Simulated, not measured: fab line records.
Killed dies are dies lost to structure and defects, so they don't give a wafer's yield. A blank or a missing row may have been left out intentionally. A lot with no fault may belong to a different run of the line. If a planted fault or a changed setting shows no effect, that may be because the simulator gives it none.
Struck lot and sound lot, side by side + flow nandHarc + 15 out of 1159 route steps
Sound: wafers L572.1, L572.2, L572.6. Wafers struck: L580.2, L580.3, L580.4. Last of all comes the cause.
Each step with rows lists, per side, the tool, then ch with its chambers, then its first start. Under that, the readings that differ: sound wafers + struck wafers + difference of the means + sigmas: that difference in standard deviations of wafers without a fault.
alike: same words and numbers on both sides, and readings whose means sit less than 2 such deviations apart. not compared: any withheld reading, any reading some wafer has no value for, any bound like >300 that may hide the same value, and any number with overlapping values for which the record gives no deviation.
A row with sigmas, a row that says differs or no value, or rows on one side alone: a step with any of these is where the two part. Non-overlapping numbers with no deviation appear without sigmas and do not part them. A reading missing from all wafers of one side parts the sides only when that side holds two or more wafers.

first, 6 steps without rows for these wafers: NHARC_THIN_TSV_COAT_06; NHARC_THIN_TSV_SOFTBAKE_07 (time 95 s); NHARC_THIN_TSV_EBR_08; NHARC_THIN_TSV_EXPOSE_09 (exposes mask TSV); NHARC_THIN_TSV_PEB_10 (peb time 85 s); NHARC_THIN_TSV_DEVELOP_11 (time 70 s).
NHARC_THIN_TSV_CD_MEAS_12: the cd target is 1000 nm.
  sound on cdSem-03 ch 0, day 20 01:32; struck on cdSem-02 ch 0, day 22 10:57
  alike: cdNm
then, 1 step without rows for these wafers: NHARC_THIN_TSV_HARDBAKE_13 (time 80 s).
NHARC_THIN_TSV_DESCUM_14: chemistry O2, time 3 s.
  sound on rieDiel-01 ch 1,3, day 20 01:43; struck on rieDiel-06 ch 0,1,3, day 22 11:07
  alike: drypumpMotorCurrentA, oesProductAu, rfVppV, showerheadPlenumPTorr, throttleValvePct
  not compared: rfHoursCounterH
NHARC_THIN_TSV_ETCH_44: etches the open film in CF4/O2, target depth 1594.2 nm, time 797.1 s.
  sound on rieDiel-01 ch 1,3, day 20 01:52; struck on rieDiel-06 ch 1,2,3, day 22 11:11
  alike: drypumpMotorCurrentA, oesProductAu, rfVppV, showerheadPlenumPTorr, throttleValvePct
  not compared: rfHoursCounterH
NHARC_THIN_TSV_ETCH_15: target depth 3000 nm, bosch target overetch cycles 2, bosch etch step 2.8 s.
  sound on rieSi-06 ch 0,2,3, day 20 02:29; struck on rieSi-06 ch 1,2,3, day 22 11:47
  alike: drypumpMotorCurrentA
  not compared: rfHoursCounterH
NHARC_THIN_TSV_CD_MEAS_16:
  struck on cdSem-02, day 22 11:55; sound on cdSem-02, day 20 02:38
  alike: cdNm
NHARC_THIN_TSV_STRIP_45: strips in O2.
  sound on plasmaAsher-02 ch 0,1, day 20 02:55; struck on plasmaAsher-02 ch 0,1, day 22 11:59
  no value came back on the struck wafers for drypumpMotorCurrentA (A), heaterPowerW (W); on the sound wafers drypumpMotorCurrentA (A) reads 5.83 5.94 5.86
  not compared: rfHoursCounterH
then, 1 step without rows for these wafers: NHARC_THIN_TSV_STRIP_46 (strips in post etch residue remover, time 1200 s).
NHARC_END_SORT_01:
  sound on prober-01 ch 0, day 20 16:45; struck on prober-02 ch 0, day 23 02:50
| reading                | sound          | struck         | difference | sigmas      |
|------------------------|----------------|----------------|------------|-------------|
| defectLimitedYield (%) | 96.0 93.2 95.7 | 0 0 0          | -95        | -73         |
| killedAtOther          | 0 6 1          | 634 639 638    | +635       | +99 or more |
| killedDies             | 27 46 29       | 677 677 677    | +643       | +74         |
| sort_bin_2_pct (%)     | 1.3 2.1 1.6    | 95.7 96.5 96.2 | +94.5      | +99 or more |
| sortNPass              | 650 631 648    | 0 0 0          | -643       | -74         |
| sortRimYieldPct (%)    | 96.2 93.4 95.3 | 0 0 0          | -95        | -68         |
| sortYieldPct (%)       | 96.0 93.2 95.7 | 0 0 0          | -95        | -73         |
  alike: killedAtArray, killedAtPeriphery, killedOpen, killedShort, sort_bin_3_pct, sort_bin_4_pct

WHERE THEY PART
At NHARC_THIN_TSV_STRIP_45 first; at NHARC_END_SORT_01 last (within this record only).

WHY: what the simulator had put in
Entire step skipped (plasmaAsher-02, NHARC_THIN_TSV_STRIP_45), from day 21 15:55 onward. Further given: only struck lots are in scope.
